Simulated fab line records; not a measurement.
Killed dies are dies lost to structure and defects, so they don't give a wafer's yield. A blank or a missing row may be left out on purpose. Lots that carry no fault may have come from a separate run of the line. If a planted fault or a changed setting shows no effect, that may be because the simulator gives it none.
A lot that was struck, set against a sound lot | flow nand harc | 13 out of 1302 route steps
Sound: the wafers L689.3, L689.4, L689.6. Wafers L694.3, L694.5, L694.6 were the ones struck. The cause is named last.
Order at every step that has rows: each side's tool, ch and its chambers, its first start. Under that, the readings that differ: sound wafers | struck wafers | difference of the means | sigmas: that difference in standard deviations of wafers without a fault.
alike: readings with means less than 2 such deviations apart, plus words and numbers identical on both sides. not compared: withheld readings, readings lacking a value on some wafer, bounds such as >300 that could conceal the same value, and numbers that have no deviation in the record and whose values overlap.
Wherever a step has rows on one side only, a row that says differs or no value, or a row with sigmas, the two part there. Numbers that don't overlap but have no deviation are shown without sigmas and don't part them. A reading missing from all wafers of one side parts the sides only when that side holds two or more wafers.

first, 6 steps without rows for these wafers: NHARC_A_DECK1_JOINT_CVD_34 (deposits SiNx, target thk 20 nm); NHARC_A_DECK1_JOINT_DEP_06 (deposits SiOx, target thk 80 nm); NHARC_A_DECK1_JOINT_CURE_26 (time 32 s); NHARC_A_DECK1_JOINT_ANNEAL_27 (time 3600 s); NHARC_A_DECK1_JOINT_ANNEAL_28 (time 1800 s); NHARC_A_DECK1_JOINT_ANNEAL_29 (time 1800 s).
NHARC_A_DECK1_JOINT_CMP_02: polishes SiOx.
  sound on cmp-02 ch 0,3, day 12 15:58; struck on cmp-04 ch 2,3, day 15 23:02
  alike: motor current A
after that, 1 step had no rows for these wafers: NHARC_A_DECK1_JOINT_SRD_15.
NHARC_A_DECK1_JOINT_DEP_16: deposits SiO2, target thk 45 nm.
  sound on pecvd-03 ch 0,2, day 12 16:25; struck on pecvd-04 ch 0,2, day 15 23:35
  alike: chamber pressure Torr, flow sccm, heater power w, rf fwd power W, throttle valve pct
NHARC_A_DECK1_JOINT_THK_MEAS_17: measures by ellipsometry.
  sound: film metro-02 at day 12 16:38; struck: film metro-01 at day 15 23:50
  alike: thk nm
NHARC_A_DECK1_JOINT_INSPECT_05:
  sound: defect inspect-01 at day 12 16:40; struck: defect inspect-02 at day 15 23:52
  alike: raw defect count
NHARC_A_ONON_D2_DEP_00: target thk 1000 nm.
  sound on pecvd onon-03 ch 0, day 12 16:51; struck on pecvd onon-04 ch 0, day 16 00:03
  alike: n2 flow sccm, sih4 flow sccm
NHARC_A_ONON_D2_THK_MEAS_02: measures by ellipsometry.
  sound: film metro-01 at day 12 17:15; struck: film metro-01 at day 16 00:37
  reading     | sound         | struck      | difference | sigmas
  thk nm (nm) | 1000 997 1000 | 945 945 945 | -54        | -4
  not compared: hold

WHERE THEY PART
Only at NHARC_A_ONON_D2_THK_MEAS_02, within this record.

WHY: the cause the simulator had injected
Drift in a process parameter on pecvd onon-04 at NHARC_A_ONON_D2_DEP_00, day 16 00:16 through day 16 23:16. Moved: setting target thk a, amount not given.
